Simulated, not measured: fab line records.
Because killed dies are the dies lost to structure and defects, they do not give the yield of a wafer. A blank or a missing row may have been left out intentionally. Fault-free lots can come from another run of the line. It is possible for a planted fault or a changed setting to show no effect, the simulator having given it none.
Matching of chambers    flow n5_finfet    4 sister chambers for N5_BEOL_M8_STRIP_19 on rie_diel-02
The step strips in O2. 4 wafers are shown with their chamber, then 7 later ones without.

== WAFERS WITH THEIR CHAMBER ==
wafer   chamber  drypump_motor_current_A (A)
L777.1  1        6.1
L779.6  0        5.2
L780.2  2        5.7
L780.4  3        5.9

== WAFERS WHOSE CHAMBER IS MISSING ==
wafer   drypump_motor_current_A (A)
L780.6  5.2
L787.2  6.1
L787.3  5.9
L787.5  6.1
L784.3  6.2
L784.4  6.1
L784.5  5.7

== THE CHAMBER EACH PASSED THROUGH ==
wafer   from the rows above  in truth
L780.6  0                    0
L787.2  1                    1
L787.3  3                    3
L787.5  1                    1
L784.3  1                    1
L784.4  1                    1
L784.5  2                    2
Placed correctly: 7 of 7. Not placeable from these rows: 0. Placed wrongly: 0.
How it was worked out, from the rows above alone: a wafer's distance from a chamber is the root of the sum, over the readings, of the square of ((its reading less the chamber's mean) divided by the reading's scatter). The wafer belongs to the nearest chamber; if the next one is less than 2 further off, it can't be placed. The mean given for a chamber averages the wafers shown for that chamber. The scatter: root of mean squared gap, hidden wafer to nearest shown wafer, with one shown wafer a chamber.
